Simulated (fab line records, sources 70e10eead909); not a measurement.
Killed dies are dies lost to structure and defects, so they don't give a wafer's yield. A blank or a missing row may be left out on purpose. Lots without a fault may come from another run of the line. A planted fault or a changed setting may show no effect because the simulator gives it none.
Which tool did it? | flow nand_harc | 6 lots, 18 wafers sampled, at 2 steps of a route of 1159

WHAT THE GAUGES READ, wafer by wafer
NHARC_A_CHANNEL_HOLE_D1_INSPECT_12.
lot  | measured     | on                | raw_defect_count
L850 | day 9 06:14  | defect_inspect-02 | 4 5 4
L854 | day 10 12:44 | defect_inspect-02 | 4 10 6
L856 | day 10 17:59 | defect_inspect-01 | 3 5 5
L857 | day 11 09:40 | defect_inspect-02 | 7 10 1
L861 | day 12 10:15 | defect_inspect-01 | 1447 1490 1464
L867 | day 13 15:47 | defect_inspect-01 | 5 5 9

WHICH TOOL RAN EACH LOT (tool, then ch and the chambers of the sampled wafers, then the start)
lot  | NHARC_A_CHANNEL_HOLE_D1_DEP_00
L850 | acl_dep-03 ch 0, day 9 03:29
L854 | acl_dep-02 ch 0, day 10 09:43
L856 | acl_dep-01 ch 0, day 10 15:13
L857 | acl_dep-01 ch 0, day 11 06:53
L861 | acl_dep-02 ch 0, day 12 07:31
L867 | acl_dep-03 ch 0, day 13 12:58
- NHARC_A_CHANNEL_HOLE_D1_DEP_00: deposits aC, target thk 3100 nm.

THE ANSWER, worked out from the rows above alone
Rule: what is usual is taken from the lots themselves. Put in order of their means at a reading, lots are off if they are a third of the lots or fewer, leave a main group of 4 or more, and stand apart from it by a gap of 3 or more times the standard deviation of the main group's means; of several such gaps the widest counts. A main group whose means are all the same, to the digits that the tables above print for the reading, isn't used. A lot without any number at a reading at which 4 lots or more have one is off too. The other lots that the step has rows for count as sound.
Off: L861, at NHARC_A_CHANNEL_HOLE_D1_INSPECT_12 (raw_defect_count). The main group: mean 5.5, standard deviation 1.
A tool fits if, at a process step before that reading, it ran every lot that is off, and no sound lot after the first of them. The gauges at NHARC_A_CHANNEL_HOLE_D1_INSPECT_12 are tried like those tools. One fits: acl_dep-02 at NHARC_A_CHANNEL_HOLE_D1_DEP_00. Its last sound lot is L854 (day 10 09:43), its first lot that is off L861 (day 12 07:31): a fault that began between those two fits.

WHAT THE SIMULATOR HAD PUT IN
Chamber particle source: acl_dep-02, from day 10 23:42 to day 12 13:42, at NHARC_A_CHANNEL_HOLE_D1_DEP_00. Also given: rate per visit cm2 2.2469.
Lots struck among those shown: L861. The rule above found the same.
